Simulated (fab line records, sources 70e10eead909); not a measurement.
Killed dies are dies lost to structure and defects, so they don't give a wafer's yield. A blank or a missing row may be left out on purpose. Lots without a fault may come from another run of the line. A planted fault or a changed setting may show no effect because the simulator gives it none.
fab line records | flow nand_harc
record lots=6 wafers=18 last_day=24
route steps=1159 shown A_BLC@978 END@1159
lots that met no fault: from a run of the same line without faults
start_h: hours from the record's first day to the start of the lot's first wafer shown | wait_h: hours since the lot's step before | " the same as in the row above | L1.1+2: a row that stands for several wafers | - no value, or no start given | * or withheld: withheld | < > ~ a bound
route shown NAME@n: a module of which the file shows steps, and the number in the route of the first | usual: mean/standard deviation of fault-free wafers | same: alike in all rows | chamber/n: place in a boat | sites: the reading at each site | _std_site: their standard deviation | _edge_site: outer sites' mean less inner sites' | radius_mm: how far each site lies from the wafer's centre | mask NAME#n: copy n | behind: the tool/chamber that last shaped the wafer | hold: why the lot was held/for how many hours/how that ended | device: the transistor (n, p or np) that didn't switch | end of line: the same wafers' tests at the end of the route | a step without rows: its recipe alone | killed: dies lost to structure and defects at the first sort, not the wafer's yield | map: a wafer's dies, x killed, . not, _ none there
set.NAME: the setting as run; set.NAME@STEP: as run at that earlier step | model.NAME: the simulator's own value behind a step, which no gauge read
lots at some steps of the route; a table a step, a row a wafer
services: from which hour (start_h, from the record's first day; less than 0 if before it) a tool's chamber was out of use, for how many hours, and why
## steps
# step NHARC_A_BLC_ETCH_16
# recipe target_depth_a=390 over_etch_frac=0.3 time_s=65 ion_energy_ev=80 cf4_flow_sccm=150 ar_flow_sccm=0 rf_w=300 bias_w=100 chemistry=CF4
# step NHARC_A_BLC_ETCH_17
# recipe target_depth_a=3900 over_etch_frac=0.25 time_s=609.38 ion_energy_ev=200 n2_flow_sccm=150 h2_flow_sccm=150 ar_flow_sccm=0 rf_w=400 bias_w=150 chemistry=N2/H2
# usual drypump_motor_current_A=5.7/0.48 oes_product_au=0.998/0.0078 rf_fwd_power_W=399.6/1.1 rf_vpp_V=430/3.3 showerhead_plenum_p_Torr=2.01/0.12 throttle_valve_pct=14.173/0.0093
# columns lot.wafer tool chamber start_h wait_h drypump_motor_current_A oes_product_au rf_fwd_power_W rf_hours_counter_h rf_vpp_V showerhead_plenum_p_Torr throttle_valve_pct
L127.2 rie_diel-11 0 - - 6.2 1.005 398.6 4 429 1.92 14.180
L127.1 " 1 " " 6.0 0.994 400.9 4 428 1.89 14.160
L127.6 " 0 " " 6.2 1.004 398.5 - 427 1.92 14.168
L133.2 rie_diel-01 1 - - 5.4 0.986 398.3 15 427 1.93 14.170
L133.4 " 3 " " 6.2 0.997 398.4 11 431 2.07 14.177
L133.5 " 1 " " 5.4 0.984 398.5 - 427 1.93 14.182
L130.1 rie_diel-11 1 - - 6.0 1.011 398.4 7 427 1.89 14.164
L130.3 " 2 " " 5.2 1.002 400.8 7 435 2.17 14.179
L130.5 " 0 " " 6.2 1.007 399.4 - 427 1.92 14.180
L144.1 rie_diel-11 1 - - 6.0 1.002 399.1 12 425 1.89 14.178
L144.3 " 2 " " 5.2 0.995 401.1 12 435 2.17 14.178
L144.5 " 3 " " 5.0 1.008 398.0 - 433 2.18 14.169
L147.2 rie_diel-11 3 - - 5.0 1.005 398.5 16 434 2.18 14.184
L147.4 " 0 " " 6.2 1.004 400.3 13 428 1.92 14.157
L147.6 " 0 " " 6.2 1.002 401.1 - 427 1.92 14.187
L148.4 rie_diel-11 2 - - 5.3 1.005 398.8 16 433 2.17 14.177
L148.5 " 1 " " 6.0 0.996 400.0 - 427 1.89 14.171
L148.6 " 2 " " 5.2 0.989 398.6 - 433 2.17 14.146
# step NHARC_A_BLC_ETCH_18
# recipe target_depth_a=9100 c4f8_flow_sccm=20 o2_flow_sccm=10 ar_flow_sccm=withheld rf_w=600 bias_w=1500 chemistry=C4F8/O2/Ar
# usual oes_product_au=0.949/0.023 rf_fwd_power_W=599.1/1.7 rf_vpp_V=976/7.3
# columns lot.wafer tool chamber start_h wait_h oes_product_au rf_fwd_power_W rf_hours_counter_h rf_vpp_V
L127.2 rie_diel-11 2 - - 0.986 600.0 4 985
L127.1 " 3 " " 0.951 596.2 5 988
L127.6 " 0 " " 0.969 598.4 - 971
L133.2 rie_diel-01 1 - - 0.919 596.9 15 970
L133.4 " 2 " " 0.924 598.2 14 969
L133.5 " 0 " " 0.927 598.9 - 974
L130.3 rie_diel-11 3 - - 0.950 599.8 8 988
L130.1 " 2 " " 0.970 600.7 7 987
L130.5 " 0 " " 0.960 598.8 - 970
L144.1 rie_diel-11 2 - - 0.958 600.4 12 986
L144.3 " 3 " " 0.953 602.6 14 985
L144.5 " 1 " " 0.974 599.2 - 968
L147.2 rie_diel-11 3 - - 0.980 599.8 16 986
L147.4 " 0 " " 0.976 600.3 14 970
L147.6 " 2 " " 0.959 596.9 - 986
L148.4 rie_diel-11 2 - - 0.965 595.5 16 987
L148.5 " 2 " " 0.968 596.6 - 986
L148.6 " 3 " " 0.968 598.6 - 986
# step NHARC_A_BLC_CD_MEAS_19
# usual cd_nm=99.0/2
# columns lot.wafer tool chamber start_h wait_h cd_nm
L127.1 cd_sem-03 - 419.36 - 98.2
L127.2 " - " " 98.0
L127.6 " - " " 101.9
L133.2 cd_sem-03 - 451.36 - 98.0
L133.4 " - " " 98.4
L133.5 " - " " 95.7
L130.1 cd_sem-03 - 454.06 - 96.7
L130.3 " - " " 103.7
L130.5 " - " " 102.5
L144.1 cd_sem-01 - 500.40 - 100.1
L144.3 " - " " 103.9
L144.5 " - " " 97.2
L147.2 cd_sem-02 - 511.18 - 99.2
L147.4 " - " " 99.9
L147.6 " - " " 98.7
L148.4 cd_sem-01 - 535.62 - 101.7
L148.5 " - " " 98.6
L148.6 " - " " 101.5
# step NHARC_A_BLC_STRIP_29
# recipe cf4_flow_sccm=150 ar_flow_sccm=0 bias_w=0 chemistry=CF4
# step NHARC_A_BLC_STRIP_21
# recipe o2_flow_sccm=500 ar_flow_sccm=0 bias_w=0 chemistry=O2
# usual drypump_motor_current_A=5.7/0.43 oes_product_au=0.999/0.0087 rf_vpp_V=57.7/0.97 showerhead_plenum_p_Torr=3.46/0.15 throttle_valve_pct=17.037/0.0089
# columns lot.wafer tool chamber start_h wait_h drypump_motor_current_A oes_product_au rf_hours_counter_h rf_vpp_V showerhead_plenum_p_Torr throttle_valve_pct
L127.1 rie_diel-01 1 419.55 0.1 5.3 1.006 11 57.6 3.36 17.037
L127.2 " 2 " " 5.6 1.000 10 57.0 3.32 17.040
L127.6 " 1 " " 5.4 0.989 - 57.1 3.36 17.025
L133.2 rie_diel-11 1 451.55 0.1 6.0 1.002 7 57.3 3.29 17.023
L133.4 " 3 " " 5.0 0.997 7 57.9 3.75 17.037
L133.5 " 0 " " 6.2 0.991 - 57.6 3.34 17.050
L130.1 rie_diel-01 2 454.26 0.1 5.6 1.001 14 58.0 3.31 17.027
L130.3 " 3 " " 6.2 1.003 11 57.9 3.58 17.031
L130.5 " 2 " " 5.6 1.001 - 57.1 3.31 17.026
L144.3 rie_diel-08 0 500.58 0.1 5.7 1.006 6 57.0 3.45 17.041
L144.1 " 3 " " 6.4 0.987 6 57.6 3.42 17.046
L144.5 " 1 " " 6.5 0.995 - 56.5 3.32 17.039
L147.4 rie_diel-01 1 511.37 0.1 5.4 1.002 1 57.8 3.36 17.039
L147.2 " 2 " " 5.6 1.001 0 57.0 3.31 17.041
L147.6 " 3 " " 6.3 0.984 - 56.0 3.58 17.038
L148.4 rie_diel-01 0 535.80 0.1 5.6 1.003 4 55.4 3.44 17.039
L148.5 " 3 " " 6.3 0.984 - 57.6 3.58 17.018
L148.6 " 0 " " 5.6 1.001 - 58.1 3.44 17.024
# step NHARC_A_BLC_STRIP_22
# recipe time_s=600 temp_c=30 chemistry=post_etch_residue_remover
# step NHARC_A_BLC_DEGAS_30
# recipe temp_c=300 time_s=60
# step NHARC_A_BLC_PRE_CLEAN_31
# recipe time_s=15 bias_v=250 gas=Ar
# step NHARC_A_BLC_PVD_32
# recipe target_thk_a=50 chamber_pressure_pa=5 power_w=5000 substrate_temp_c=200 time_s=17.7 material=Ti
# step NHARC_A_BLC_ALD_23
# recipe target_thk_a=30 pulse_time_s=1 ald_cycles=150 temp_c=450 material=TiN
# usual heater_power_outer_w=675/76 heater_power_w=1048/110 precursor_pulse_height_rel=1.000/0.019
# columns lot.wafer tool chamber start_h wait_h heater_power_outer_w heater_power_w precursor_pulse_height_rel
L127.1 ald_metal-03 1 420.22 - 681 1076 0.998
L127.2 " 3 " " 488 777 0.992
L127.6 " 1 " " 693 1052 0.970
L133.2 ald_metal-02 3 452.23 - 722 1111 0.982
L133.4 " 3 " " 755 1089 0.978
L133.5 " 1 " " 652 1046 1.019
L130.1 ald_metal-02 2 454.92 - 731 1182 0.992
L130.3 " 3 " " 734 1063 1.009
L130.5 " 1 " " 655 1021 0.997
L144.3 ald_metal-02 2 501.27 - 733 1169 1.013
L144.1 " 1 " " 667 1023 1.019
L144.5 " 3 " " 750 1082 0.994
L147.4 ald_metal-02 3 512.02 - 720 1075 1.019
L147.2 " 1 " " 632 1039 0.984
L147.6 " 0 " " 588 965 1.008
L148.6 ald_metal-02 2 536.54 - 748 1184 1.003
L148.5 " 3 " " 736 1097 0.981
L148.4 " 0 " " 578 999 1.016
# step NHARC_A_BLC_CVD_24
# recipe target_thk_a=1500 temp_c=300 pressure_torr=40 wf6_flow_sccm=40 h2_flow_sccm=1600 ar_flow_sccm=1560 time_s=434 material=W
# usual heater_power_outer_w=268/11 heater_power_w=477/23 throttle_valve_pct=7.72/0.2
# columns lot.wafer tool chamber start_h wait_h heater_power_outer_w heater_power_w throttle_valve_pct
L127.1 cvd_w-01 1 - - 282 496 7.93
L127.2 " 0 " " 270 514 7.48
L127.6 " 0 " " 284 511 7.74
L133.2 cvd_w-02 0 - - 261 447 7.62
L133.4 " 1 " " 261 470 7.68
L133.5 " 1 " " 265 467 7.94
L130.1 cvd_w-02 1 - - 266 469 7.81
L130.3 " 0 " " 261 450 7.51
L130.5 " 0 " " 257 444 7.75
L144.1 cvd_w-02 1 - - 264 471 7.80
L144.3 " 1 " " 264 470 8.01
L144.5 " 1 " " 268 473 7.75
L147.2 cvd_w-02 1 - - 264 464 7.87
L147.4 " 1 " " 264 481 7.60
L147.6 " 1 " " 261 481 7.71
L148.4 cvd_w-02 1 - - 259 470 7.75
L148.5 " 1 " " 259 468 7.62
L148.6 " 1 " " 260 465 7.92
# step NHARC_A_BLC_CMP_25
# recipe t_overpolish_s=30 target_thk_nm=150
# usual edge_zone_pressure_frac=0.999/0.0052 motor_current_A=12.3/0.95 overpolish_run_s=30.001/0.0087 pad_life_wafers=279/160 time_to_endpoint_s=29.8/2.1
# columns lot.wafer tool chamber start_h wait_h edge_zone_pressure_frac motor_current_A overpolish_run_s pad_life_wafers time_to_endpoint_s
L127.1 cmp-02 2 420.99 0.5 1.001 9.8 30.003 475 33.7
L127.2 " 0 " " 0.994 13.4 30.017 477 29.5
L127.6 " 2 " " 0.993 10.9 29.984 - 33.8
L133.2 cmp-01 2 455.18 0.4 - - - - -
L133.4 " 3 " " - - - - -
L133.5 " 1 " " - - - - -
L130.1 cmp-04 0 458.35 0.4 - - - - -
L130.3 " 2 " " - - - - -
L130.5 " 0 " " - - - - -
L144.1 cmp-01 3 503.20 0.4 0.997 11.9 30.010 134 31.1
L144.3 " 0 " " 0.993 12.2 29.985 135 34.8
L144.5 " 2 " " 1.001 12.7 30.012 - 29.2
L147.2 cmp-01 2 515.75 0.4 1.001 13.2 29.998 198 29.1
L147.4 " 1 " " 1.010 14.5 30.020 201 30.6
L147.6 " 3 " " 1.004 11.1 29.992 - 27.6
L148.4 cmp-02 1 537.88 0.4 0.997 11.0 30.009 67 32.0
L148.5 " 0 " " 1.001 12.8 30.001 - 27.4
L148.6 " 1 " " 1.005 12.0 29.997 - 29.6
# step NHARC_A_BLC_SRD_27
# step NHARC_A_BLC_INSPECT_28
# usual raw_defect_count=402/100
# columns lot.wafer tool chamber start_h wait_h raw_defect_count
L127.1 defect_inspect-01 - 421.37 0.1 421
L127.2 " - " " 298
L127.6 " - " " 408
L133.2 defect_inspect-01 - 455.56 0.1 6664
L133.4 " - " " 6752
L133.5 " - " " 6599
L130.1 defect_inspect-02 - 458.73 0.1 6902
L130.3 " - " " 6545
L130.5 " - " " 6645
L144.1 defect_inspect-02 - 503.55 0.1 412
L144.3 " - " " 348
L144.5 " - " " 289
L147.2 defect_inspect-01 - 516.15 0.1 636
L147.4 " - " " 366
L147.6 " - " " 384
L148.4 defect_inspect-01 - 538.25 0.1 263
L148.5 " - " " 265
L148.6 " - " " 301
# step NHARC_END_SORT_01
# recipe temp_c=25
# usual killed_at_array=29/9.4 killed_at_other=0.7/1.3 killed_at_periphery=2.9/2.1 killed_dies=32/9 killed_open=3.3/1.8 killed_short=1.9/1.4
# same gross_dies=677
# columns lot.wafer tool chamber start_h wait_h killed_at_array killed_at_other killed_at_periphery killed_dies killed_open killed_short
L130.1 prober-01 0 495.49 2.5 677 0 0 677 3 2
L130.3 prober-01 0 497.09 3.1 676 0 1 677 2 3
L130.5 prober-01 0 498.69 3.7 675 0 2 677 3 1
L133.2 prober-02 0 496.27 2.8 676 0 1 677 2 1
L133.4 prober-02 0 497.85 3.4 675 0 2 677 3 3
L133.5 prober-02 0 498.64 3.7 674 0 3 677 3 1
# killed by level:class
L130.1 A_BLC:area_cmp=649 A_CHANNEL_HOLE_D1:chamber_film_flake=7 A_STAIRCASE:chamber_film_flake=5 A_SGD_CUT:chamber_film_flake=4 A_WL_FILL:chamber_film_flake=3 A_CONTACT:chamber_film_flake=3 A_ONON_D1:geometric_particle:short=1 A_ONON_D1:geometric_particle:open=1
L133.2 A_BLC:area_cmp=657 A_CHANNEL_HOLE_D1:chamber_film_flake=8 A_CONTACT:chamber_film_flake=6 P_CONTACT:geometric_particle:open=1 A_SGD_CUT:geometric_particle:short=1 A_M1:geometric_particle:open=1 A_ZERO_WELL:chamber_film_flake=1 A_CHANNEL_FILL_D1:chamber_film_flake=1
L130.3 A_BLC:area_cmp=661 A_CHANNEL_HOLE_D1:chamber_film_flake=6 A_CONTACT:chamber_film_flake=3 A_CONTACT:geometric_particle:open=2 A_STAIRCASE:chamber_film_flake=2 P_M0:geometric_particle:short=1 A_CONTACT:geometric_particle:short=1 A_M0:geometric_particle:short=1
L133.4 A_BLC:area_cmp=653 A_CHANNEL_HOLE_D1:chamber_film_flake=11 A_CONTACT:chamber_film_flake=3 A_ONON_D1:geometric_particle:open=2 A_STAIRCASE:chamber_film_flake=2 P_M0:geometric_particle:open=1 A_SOURCE_PLATE:geometric_particle:short=1 A_SGD_CUT:geometric_particle:short=1
L133.5 A_BLC:area_cmp=651 A_CHANNEL_HOLE_D1:chamber_film_flake=14 A_CONTACT:chamber_film_flake=5 A_CHANNEL_FILL_D1:geometric_particle:open=2 P_CONTACT:geometric_particle:open=1 P_CONTACT:geometric_particle:short=1 P_ZERO_WELL:chamber_film_flake=1 A_STAIRCASE:chamber_film_flake=1
L130.5 A_BLC:area_cmp=657 A_CHANNEL_HOLE_D1:chamber_film_flake=4 A_STAIRCASE:chamber_film_flake=4 A_SGD_CUT:chamber_film_flake=4 A_CONTACT:chamber_film_flake=2 P_M0:geometric_particle:open=1 P_M1:geometric_particle:open=1 A_ONON_D1:geometric_particle:short=1
# map L130.1 (x killed, . not)
____________x____________
_________xxxxxxx_________
_______xxxxxxxxxxx_______
______xxxxxxxxxxxxx______
_____xxxxxxxxxxxxxxx_____
____xxxxxxxxxxxxxxxxx____
____xxxxxxxxxxxxxxxxx____
___xxxxxxxxxxxxxxxxxxx___
___xxxxxxxxxxxxxxxxxxx___
__xxxxxxxxxxxxxxxxxxxxx__
__xxxxxxxxxxxxxxxxxxxxx__
_xxxxxxxxxxxxxxxxxxxxxxx_
_xxxxxxxxxxxxxxxxxxxxxxx_
_xxxxxxxxxxxxxxxxxxxxxxx_
_xxxxxxxxxxxxxxxxxxxxxxx_
_xxxxxxxxxxxxxxxxxxxxxxx_
xxxxxxxxxxxxxxxxxxxxxxxxx
xxxxxxxxxxxxxxxxxxxxxxxxx
xxxxxxxxxxxxxxxxxxxxxxxxx
xxxxxxxxxxxxxxxxxxxxxxxxx
xxxxxxxxxxxxxxxxxxxxxxxxx
_xxxxxxxxxxxxxxxxxxxxxxx_
_xxxxxxxxxxxxxxxxxxxxxxx_
_xxxxxxxxxxxxxxxxxxxxxxx_
_xxxxxxxxxxxxxxxxxxxxxxx_
_xxxxxxxxxxxxxxxxxxxxxxx_
__xxxxxxxxxxxxxxxxxxxxx__
__xxxxxxxxxxxxxxxxxxxxx__
___xxxxxxxxxxxxxxxxxxx___
___xxxxxxxxxxxxxxxxxxx___
____xxxxxxxxxxxxxxxxx____
____xxxxxxxxxxxxxxxxx____
_____xxxxxxxxxxxxxxx_____
______xxxxxxxxxxxxx______
_______xxxxxxxxxxx_______
_________xxxxxxx_________
____________x____________
# map L133.2 (x killed, . not)
____________x____________
_________xxxxxxx_________
_______xxxxxxxxxxx_______
______xxxxxxxxxxxxx______
_____xxxxxxxxxxxxxxx_____
____xxxxxxxxxxxxxxxxx____
____xxxxxxxxxxxxxxxxx____
___xxxxxxxxxxxxxxxxxxx___
___xxxxxxxxxxxxxxxxxxx___
__xxxxxxxxxxxxxxxxxxxxx__
__xxxxxxxxxxxxxxxxxxxxx__
_xxxxxxxxxxxxxxxxxxxxxxx_
_xxxxxxxxxxxxxxxxxxxxxxx_
_xxxxxxxxxxxxxxxxxxxxxxx_
_xxxxxxxxxxxxxxxxxxxxxxx_
_xxxxxxxxxxxxxxxxxxxxxxx_
xxxxxxxxxxxxxxxxxxxxxxxxx
xxxxxxxxxxxxxxxxxxxxxxxxx
xxxxxxxxxxxxxxxxxxxxxxxxx
xxxxxxxxxxxxxxxxxxxxxxxxx
xxxxxxxxxxxxxxxxxxxxxxxxx
_xxxxxxxxxxxxxxxxxxxxxxx_
_xxxxxxxxxxxxxxxxxxxxxxx_
_xxxxxxxxxxxxxxxxxxxxxxx_
_xxxxxxxxxxxxxxxxxxxxxxx_
_xxxxxxxxxxxxxxxxxxxxxxx_
__xxxxxxxxxxxxxxxxxxxxx__
__xxxxxxxxxxxxxxxxxxxxx__
___xxxxxxxxxxxxxxxxxxx___
___xxxxxxxxxxxxxxxxxxx___
____xxxxxxxxxxxxxxxxx____
____xxxxxxxxxxxxxxxxx____
_____xxxxxxxxxxxxxxx_____
______xxxxxxxxxxxxx______
_______xxxxxxxxxxx_______
_________xxxxxxx_________
____________x____________
## services
# columns tool chamber start_h hours kind
rie_diel-08 0 397.27 2.3 repair
cmp-04 - 399.00 4.0 pm
ald_metal-02 - 416.07 1.1 repair
cmp-01 - 417.54 3.8 repair
cmp-02 - 422.66 4.0 pm
rie_diel-11 0 426.37 15.6 repair
ald_metal-03 1 437.73 3.5 repair
cmp-02 - 438.51 0.9 repair
ald_metal-03 - 445.22 1.1 repair
ald_metal-02 0 448.70 29.8 repair
cmp-01 - 449.54 2.0 repair
rie_diel-11 2 453.99 5.9 repair
ald_metal-03 - 455.76 0.6 repair
cvd_w-01 - 477.95 13.0 pm
rie_diel-01 3 478.11 3.8 repair
cmp-01 - 478.34 4.0 pm
rie_diel-08 - 479.89 9.0 pm
rie_diel-01 - 491.80 9.0 pm
cmp-04 - 497.00 4.0 pm
ald_metal-03 - 500.00 10.0 pm
rie_diel-11 0 503.81 2.8 repair
cmp-02 - 520.66 4.0 pm
cvd_w-02 0 528.98 10.5 repair
ald_metal-02 1 531.40 25.1 repair
## key
first_sign step=NHARC_A_BLC_CMP_25 reading=tool_record direction=missing
effect step=NHARC_A_BLC_INSPECT_28 reading=raw_defect_count direction=up sigmas=61 usual=402 struck=6684
effect step=NHARC_END_SORT_01 reading=killed_dies direction=up sigmas=72 usual=32 struck=677
more_kills_born_at NHARC_A_BLC_CMP_25@cmp-04=1967 NHARC_A_BLC_CMP_25@cmp-01=1961
met_at NHARC_A_BLC_CMP_25
struck_wafers L130.1,L130.3,L130.5,L133.2,L133.4,L133.5
later_rows_left_out L130.1,L130.3,L130.5,L133.2,L133.4,L133.5
tester_left_out L130,L133
fault kind=skipped_step_whole tool=cmp-01,cmp-04 chamber=- onset_h=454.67 steps=NHARC_A_BLC_CMP_25 scope=struck_lots_only
# tester_left_out: of these lots the tester's yield and bins aren't shown, on N5 and GAA mostly nor the transistor test; their killed dies are dies lost to structure and defects alone, not to doping, threshold or leakage, so they don't give the yield
# later_rows_left_out: the simulator's readings of these wafers behind a module that went badly wrong aren't trusted and aren't shown, but for the sort
